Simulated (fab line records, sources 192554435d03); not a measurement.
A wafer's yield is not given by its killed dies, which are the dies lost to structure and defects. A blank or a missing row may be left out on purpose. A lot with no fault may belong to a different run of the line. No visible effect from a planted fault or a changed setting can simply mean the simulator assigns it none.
fab line records + flow n5_finfet + part 2 of 2: steps 19 to 28 of 28
[record]
- lots = 5
- wafers = 15
- last_day = 17
route steps=1938 shown BEOL_M3@962
lots that met no fault: taken from a fault-free run of the same line
start_h: start of the lot's first displayed wafer, in hours after the record's first day + wait_h: hours elapsed since this lot's preceding step + " same as the row above + L1.1+2: one row covering several wafers at once + - either no value or no given start + * or withheld: withheld + < > ~ a bound
route shown NAME@n: NAME is a module with steps in the file, n the number in the route of the first one + usual: average and standard deviation across the fault-free wafers + same: alike in all rows + chamber/n: place in a boat + sites: each site's reading + _std_site: standard deviation of those values + _edge_site: the outer-site mean with the inner-site mean subtracted + radius_mm: how far each site lies from the wafer's centre + mask NAME#n: copy n + behind: the most recent tool/chamber to have shaped the wafer + hold: cause of the lot's hold/its duration in hours/its outcome + device: transistor that didn't switch, given as n, p or np + end of line: tests of these same wafers at the route's end + a step given without rows: its recipe and nothing more + killed: dies lost to structure and defects at the first sort, not the wafer's yield + map: dies across one wafer; x = killed, . = not, _ = none there
set.NAME: the setting the step ran with; set.NAME@STEP: the setting that earlier step ran with + model.NAME: the simulator's own value behind a step, which no gauge read
certain route steps with their lots: each step a table, each wafer a row
services: a tool's chamber out of use, with start hour (start_h, from the record's first day; less than 0 if before it), hours out, and reason
[[steps]]
[step N5_BEOL_M3_TRENCH_ETCH_37]
[recipe]
- chemistry = C4F6/O2
- target_depth_a = 555.55
- target = SiOC
- time_s = 29.2
- ion_energy_ev = 250
- pressure_mtorr = 30
- source_w = 355
- bias_w = 185
- Ar_flow_sccm = 300
- C4F6_flow_sccm = 10
- O2_flow_sccm = 10
[usual]
- C4F6_flow_sccm = 9.996/0.029
- drypump_motor_current_A = 5.5/0.5
- oes_o_777_au = 0.81/0.11
- oes_product_au = 0.80/0.1
- rf_vpp_V = 660/11
- showerhead_plenum_p_Torr = 2.86/0.1
- throttle_valve_pct = 20.80/0.23
| lot.wafer | tool        | chamber | start_h | wait_h | C4F6_flow_sccm | drypump_motor_current_A | oes_o_777_au | oes_product_au | rf_hours_counter_h | rf_vpp_V | showerhead_plenum_p_Torr | throttle_valve_pct |
|-----------|-------------|---------|---------|--------|----------------|-------------------------|--------------|----------------|--------------------|----------|--------------------------|--------------------|
| L075.2    | rie_diel-02 | 0       | -       | -      | 10.035         | 6.5                     | 0.70         | 0.68           | 242                | 640      | 2.92                     | 20.71              |
| L075.4    | "           | 1       | "       | "      | 9.990          | 5.6                     | 0.75         | 0.74           | 151                | 659      | 2.97                     | 21.03              |
| L075.5    | "           | 2       | "       | "      | 9.991          | 5.1                     | 0.68         | 0.71           | -                  | 679      | 2.84                     | 20.77              |
| L081.1    | rie_diel-04 | 3       | -       | -      | 9.966          | 5.9                     | 0.70         | 0.70           | 217                | 662      | 2.68                     | 21.07              |
| L081.2    | "           | 2       | "       | "      | 9.943          | 4.8                     | 0.89         | 0.91           | 26                 | 665      | 3.04                     | 20.76              |
| L081.4    | "           | 2       | "       | "      | 9.995          | 4.7                     | 0.90         | 0.90           | -                  | 664      | 3.04                     | 20.77              |
| L094.1    | rie_diel-02 | 2       | -       | -      | 10.017         | 5.1                     | 0.65         | 0.69           | 236                | 679      | 2.82                     | 20.83              |
| L094.2    | "           | 0       | "       | "      | 9.981          | 6.5                     | 0.93         | 0.90           | 17                 | 640      | 2.91                     | 20.30              |
| L094.6    | "           | 2       | "       | "      | 9.979          | 5.1                     | 0.66         | 0.69           | -                  | 678      | 2.82                     | 20.82              |
| L095.3    | rie_diel-02 | 2       | -       | -      | 10.031         | 5.1                     | 0.66         | 0.68           | 238                | 681      | 2.82                     | 20.81              |
| L095.4    | "           | 1       | "       | "      | 9.987          | 5.6                     | 0.73         | 0.72           | 187                | 660      | 2.95                     | 21.08              |
| L095.5    | "           | 3       | "       | "      | 9.975          | 5.0                     | 0.82         | 0.82           | -                  | 655      | 2.77                     | 20.93              |
| L097.3    | rie_diel-04 | 2       | -       | -      | 10.059         | 4.8                     | 0.84         | 0.85           | 55                 | 664      | 3.02                     | 20.81              |
| L097.4    | "           | 0       | "       | "      | 10.029         | 5.4                     | 0.90         | 0.89           | 47                 | 666      | 2.78                     | 20.67              |
| L097.6    | "           | 3       | "       | "      | 10.001         | 5.9                     | 0.69         | 0.67           | -                  | 663      | 2.67                     | 21.13              |
[step N5_BEOL_M3_ETCH_41]
[recipe]
- chemistry = CH3F/O2
- target = SiCN
- target_depth_a = 299
- taper_deg = 2
- time_s = 52.5
- ion_energy_ev = 120
- mask_material = TiN
- pressure_mtorr = 30
- source_w = 395
- bias_w = 75
- Ar_flow_sccm = 150
- CH3F_flow_sccm = 30
- O2_flow_sccm = 20
[usual]
- drypump_motor_current_A = 5.5/0.51
- oes_product_au = 0.80/0.1
- rf_vpp_V = 297.5/1.5
- showerhead_plenum_p_Torr = 2.01/0.076
- throttle_valve_pct = 16.26/0.25
| lot.wafer | tool        | chamber | start_h | wait_h | drypump_motor_current_A | oes_product_au | rf_hours_counter_h | rf_vpp_V | showerhead_plenum_p_Torr | throttle_valve_pct |
|-----------|-------------|---------|---------|--------|-------------------------|----------------|--------------------|----------|--------------------------|--------------------|
| L075.2    | rie_diel-02 | 0       | -       | -      | 6.5                     | 0.69           | 242                | 297.9    | 2.05                     | 16.23              |
| L075.4    | "           | 1       | "       | "      | 5.6                     | 0.75           | 151                | 299.1    | 2.09                     | 16.49              |
| L075.5    | "           | 2       | "       | "      | 5.1                     | 0.71           | -                  | 296.6    | 1.99                     | 16.25              |
| L081.1    | rie_diel-04 | 3       | -       | -      | 5.9                     | 0.70           | 217                | 295.2    | 1.88                     | 16.63              |
| L081.2    | "           | 2       | "       | "      | 4.7                     | 0.90           | 26                 | 299.7    | 2.14                     | 16.14              |
| L081.4    | "           | 2       | "       | "      | 4.7                     | 0.91           | -                  | 300.7    | 2.14                     | 16.16              |
| L094.1    | rie_diel-02 | 2       | -       | -      | 5.1                     | 0.69           | 236                | 295.9    | 1.98                     | 16.33              |
| L094.2    | "           | 0       | "       | "      | 6.5                     | 0.90           | 17                 | 296.7    | 2.04                     | 15.76              |
| L094.6    | "           | 2       | "       | "      | 5.1                     | 0.69           | -                  | 296.3    | 1.98                     | 16.32              |
| L095.3    | rie_diel-02 | 2       | -       | -      | 5.1                     | 0.69           | 238                | 296.6    | 1.98                     | 16.34              |
| L095.4    | "           | 1       | "       | "      | 5.6                     | 0.72           | 187                | 299.6    | 2.08                     | 16.56              |
| L095.5    | "           | 3       | "       | "      | 4.9                     | 0.82           | -                  | 296.4    | 1.95                     | 16.36              |
| L097.3    | rie_diel-04 | 2       | -       | -      | 4.7                     | 0.85           | 55                 | 300.5    | 2.13                     | 16.21              |
| L097.4    | "           | 0       | "       | "      | 5.4                     | 0.88           | 47                 | 296.2    | 1.95                     | 16.10              |
| L097.6    | "           | 3       | "       | "      | 5.9                     | 0.68           | -                  | 295.1    | 1.87                     | 16.67              |
[step N5_BEOL_M3_STRIP_97]
[recipe]
- chemistry = N2/H2
- time_s = 10
- power_w = 450
- temp_c = 40
- pressure_mtorr = 20
- rf_frequency_hz = 6e+07
- bias_power_w = 7
- n2_flow_sccm = 200
- h2_flow_sccm = 200
[usual]
- drypump_motor_current_A = 5.5/0.51
- h2_flow_sccm = 200.0/0.56
- oes_product_au = 0.81/0.1
- rf_vpp_V = 59.2/0.86
- showerhead_plenum_p_Torr = 2.55/0.093
- throttle_valve_pct = 23.57/0.26
| lot.wafer | tool        | chamber | start_h | wait_h | drypump_motor_current_A | h2_flow_sccm | oes_product_au | rf_hours_counter_h | rf_vpp_V | showerhead_plenum_p_Torr | throttle_valve_pct |
|-----------|-------------|---------|---------|--------|-------------------------|--------------|----------------|--------------------|----------|--------------------------|--------------------|
| L075.2    | rie_diel-02 | 0       | -       | -      | 6.5                     | 200.1        | 0.69           | 242                | 59.9     | 2.61                     | 23.71              |
| L075.4    | "           | 1       | "       | "      | 5.6                     | 200.3        | 0.75           | 151                | 59.6     | 2.62                     | 23.40              |
| L075.5    | "           | 2       | "       | "      | 5.1                     | 200.1        | 0.73           | -                  | 57.8     | 2.53                     | 23.60              |
| L081.1    | rie_diel-04 | 3       | -       | -      | 5.9                     | 199.8        | 0.70           | 217                | 57.7     | 2.40                     | 23.80              |
| L081.2    | "           | 2       | "       | "      | 4.7                     | 199.8        | 0.90           | 26                 | 60.6     | 2.71                     | 23.59              |
| L081.4    | "           | 2       | "       | "      | 4.7                     | 199.4        | 0.91           | -                  | 59.5     | 2.71                     | 23.60              |
| L094.1    | rie_diel-02 | 2       | -       | -      | 5.1                     | 200.6        | 0.70           | 236                | 58.7     | 2.52                     | 23.67              |
| L094.2    | "           | 0       | "       | "      | 6.5                     | 199.0        | 0.92           | 17                 | 59.6     | 2.60                     | 23.26              |
| L094.6    | "           | 2       | "       | "      | 5.1                     | 200.8        | 0.70           | -                  | 59.3     | 2.52                     | 23.66              |
| L095.3    | rie_diel-02 | 2       | -       | -      | 5.1                     | 200.3        | 0.70           | 238                | 58.6     | 2.52                     | 23.67              |
| L095.4    | "           | 1       | "       | "      | 5.6                     | 199.9        | 0.74           | 187                | 59.9     | 2.61                     | 23.47              |
| L095.5    | "           | 3       | "       | "      | 5.0                     | 200.0        | 0.83           | -                  | 58.1     | 2.47                     | 23.91              |
| L097.3    | rie_diel-04 | 2       | -       | -      | 4.7                     | 200.1        | 0.85           | 55                 | 59.0     | 2.70                     | 23.63              |
| L097.4    | "           | 0       | "       | "      | 5.4                     | 200.4        | 0.87           | 47                 | 59.2     | 2.47                     | 23.44              |
| L097.6    | "           | 3       | "       | "      | 6.0                     | 199.5        | 0.67           | -                  | 60.0     | 2.38                     | 23.83              |
[step N5_BEOL_M3_OCD_MEAS_38]
[usual]
- trench_depth_nm = 55.7/1.1
| lot.wafer | tool   | chamber | start_h | wait_h | trench_depth_nm |
|-----------|--------|---------|---------|--------|-----------------|
| L075.2    | ocd-02 | -       | 157.81  | -      | 55.3            |
| L075.4    | "      | -       | "       | "      | 55.0            |
| L075.5    | "      | -       | "       | "      | 54.6            |
| L081.1    | ocd-01 | -       | 190.19  | -      | 55.0            |
| L081.2    | "      | -       | "       | "      | 57.4            |
| L081.4    | "      | -       | "       | "      | 56.6            |
| L094.1    | ocd-02 | -       | 269.68  | -      | 55.1            |
| L094.2    | "      | -       | "       | "      | 55.4            |
| L094.6    | "      | -       | "       | "      | 54.7            |
| L095.3    | ocd-02 | -       | 277.71  | -      | 54.0            |
| L095.4    | "      | -       | "       | "      | 55.6            |
| L095.5    | "      | -       | "       | "      | 55.4            |
| L097.3    | ocd-02 | -       | 286.87  | -      | 56.9            |
| L097.4    | "      | -       | "       | "      | 56.3            |
| L097.6    | "      | -       | "       | "      | 53.9            |
[step N5_BEOL_M3_HM_STRIP_39]
[recipe]
- chemistry = peroxide_tin_strip
- material = TiN
- target_depth_a = 250
- temp_c = 50
- time_s = 158
| lot.wafer  | tool         | chamber | start_h | wait_h |
|------------|--------------|---------|---------|--------|
| L075.2+4+5 | wet_bench-04 | 6,0,2   | 157.84  | 0.0    |
| L081.1+2+4 | wet_bench-04 | 4,2,6   | 190.23  | 0.0    |
| L094.1+2+6 | wet_bench-04 | 6,2,5   | 269.71  | 0.0    |
| L095.3+4+5 | wet_bench-02 | 2,6,0   | 277.74  | 0.0    |
| L097.3+4+6 | wet_bench-04 | 1,0,7   | 286.90  | 0.0    |
[step N5_BEOL_M3_SRD_40]
[recipe]
- time_s = 30
- temp_c = 23
- rinse_liquid = diw
- dry = ipa_marangoni
| lot.wafer  | tool         | chamber | start_h | wait_h |
|------------|--------------|---------|---------|--------|
| L075.2+4+5 | wet_bench-04 | 6,0,2   | 157.88  | 0.0    |
| L081.1+2+4 | wet_bench-04 | 4,2,6   | 190.27  | 0.0    |
| L094.1+2+6 | wet_bench-04 | 6,2,5   | 269.76  | 0.0    |
| L095.3+4+5 | wet_bench-02 | 2,6,0   | 277.78  | 0.0    |
| L097.3+4+6 | wet_bench-04 | 1,0,7   | 286.95  | 0.0    |
[step N5_BEOL_M3_PRECLEAN_42]
[recipe]
- chemistry = residue_remover
- time_s = 60
- temp_c = 40
| lot.wafer  | tool         | chamber | start_h | wait_h |
|------------|--------------|---------|---------|--------|
| L075.2+4+5 | wet_bench-04 | 6,0,2   | 157.90  | 0.0    |
| L081.1+2+4 | wet_bench-04 | 4,2,6   | 190.29  | 0.0    |
| L094.1+2+6 | wet_bench-04 | 6,2,5   | 269.78  | 0.0    |
| L095.3+4+5 | wet_bench-02 | 2,6,0   | 277.80  | 0.0    |
| L097.3+4+6 | wet_bench-04 | 1,0,7   | 286.97  | 0.0    |
[step N5_BEOL_M3_SRD_43]
[recipe]
- time_s = 30
- temp_c = 23
- rinse_liquid = diw
- dry = ipa_marangoni
| lot.wafer  | tool         | chamber | start_h | wait_h |
|------------|--------------|---------|---------|--------|
| L075.2+4+5 | wet_bench-04 | 6,0,2   | 157.92  | 0.0    |
| L081.1+2+4 | wet_bench-04 | 4,2,6   | 190.31  | 0.0    |
| L094.1+2+6 | wet_bench-04 | 6,2,5   | 269.80  | 0.0    |
| L095.3+4+5 | wet_bench-02 | 2,6,0   | 277.82  | 0.0    |
| L097.3+4+6 | wet_bench-04 | 1,0,7   | 286.98  | 0.0    |
[step N5_BEOL_M3_CD_MEAS_35]
[recipe]
- target_cd_nm = 18
- target_cd_y_nm = 21
- polarity = opening
[usual]
- cd_nm = 18.1/0.34
| lot.wafer | tool      | chamber | start_h | wait_h | cd_nm |
|-----------|-----------|---------|---------|--------|-------|
| L075.2    | cd_sem-03 | -       | 157.96  | 0.0    | 18.6  |
| L075.4    | "         | -       | "       | "      | 18.1  |
| L075.5    | "         | -       | "       | "      | 18.3  |
| L081.1    | cd_sem-02 | -       | 190.35  | 0.0    | 18.1  |
| L081.2    | "         | -       | "       | "      | 17.5  |
| L081.4    | "         | -       | "       | "      | 17.4  |
| L094.1    | cd_sem-01 | -       | 269.84  | 0.0    | 17.8  |
| L094.2    | "         | -       | "       | "      | 18.2  |
| L094.6    | "         | -       | "       | "      | 18.0  |
| L095.3    | cd_sem-01 | -       | 277.86  | 0.0    | 17.5  |
| L095.4    | "         | -       | "       | "      | 18.1  |
| L095.5    | "         | -       | "       | "      | 17.9  |
| L097.3    | cd_sem-03 | -       | 287.02  | 0.0    | 17.7  |
| L097.4    | "         | -       | "       | "      | 18.1  |
| L097.6    | "         | -       | "       | "      | 18.5  |
[step N5_BEOL_M3_DEGAS_44]
[recipe]
- ambient = vacuum
- temp_c = 250
- time_s = 60
[usual]
- heater_power_w = 377/46
| lot.wafer | tool           | chamber | start_h | wait_h | heater_power_w |
|-----------|----------------|---------|---------|--------|----------------|
| L075.2    | pvd_sputter-01 | -       | 158.25  | 0.3    | 355            |
| L075.4    | "              | -       | "       | "      | 336            |
| L075.5    | "              | -       | "       | "      | 333            |
| L081.1    | pvd_sputter-03 | -       | 191.52  | 1.2    | 310            |
| L081.2    | "              | -       | "       | "      | 274            |
| L081.4    | "              | -       | "       | "      | 380            |
| L094.1    | pvd_sputter-02 | -       | 270.03  | 0.2    | 356            |
| L094.2    | "              | -       | "       | "      | 369            |
| L094.6    | "              | -       | "       | "      | 442            |
| L095.3    | pvd_sputter-01 | -       | 278.20  | 0.3    | 427            |
| L095.4    | "              | -       | "       | "      | 412            |
| L095.5    | "              | -       | "       | "      | 416            |
| L097.3    | pvd_sputter-02 | -       | 287.12  | 0.1    | 358            |
| L097.4    | "              | -       | "       | "      | 306            |
| L097.6    | "              | -       | "       | "      | 359            |
[[services]]
| tool           | chamber | start_h | hours | kind   |
|----------------|---------|---------|-------|--------|
| euv_scanner-01 | -       | 145.95  | 8.0   | pm     |
| ald_sin-02     | 0       | 151.45  | 4.1   | repair |
| euv_scanner-02 | -       | 157.43  | 1.0   | pm     |
| euv_scanner-01 | -       | 159.88  | 1.0   | pm     |
| euv_scanner-01 | -       | 161.50  | 0.3   | repair |
| ald_sin-02     | 1       | 171.39  | 20.0  | repair |
| ald_sin-01     | 1       | 173.81  | 11.8  | repair |
| ald_sin-02     | -       | 177.03  | 14.0  | pm     |
| euv_scanner-02 | -       | 181.99  | 1.9   | repair |
| rie_diel-01    | 1       | 187.31  | 5.4   | repair |
| euv_scanner-02 | -       | 215.68  | 1.0   | pm     |
| euv_scanner-01 | -       | 216.74  | 1.0   | pm     |
| euv_scanner-01 | -       | 218.13  | 0.9   | repair |
| rie_diel-02    | 0       | 227.10  | 2.8   | repair |
| euv_scanner-02 | -       | 231.38  | 24.5  | repair |
| ald_sin-01     | -       | 237.60  | 6.0   | pm     |
| ald_sin-01     | -       | 253.18  | 2.8   | pm     |
| euv_scanner-01 | -       | 261.75  | 1.1   | repair |
| rie_diel-02    | 1       | 264.14  | 12.0  | repair |
| ald_sin-04     | -       | 268.25  | 14.0  | pm     |
| euv_scanner-02 | -       | 269.73  | 1.0   | pm     |
| euv_scanner-01 | -       | 272.18  | 1.0   | pm     |
| euv_scanner-02 | -       | 276.04  | 4.6   | pm     |
| ald_sin-01     | 0       | 278.13  | 7.6   | repair |
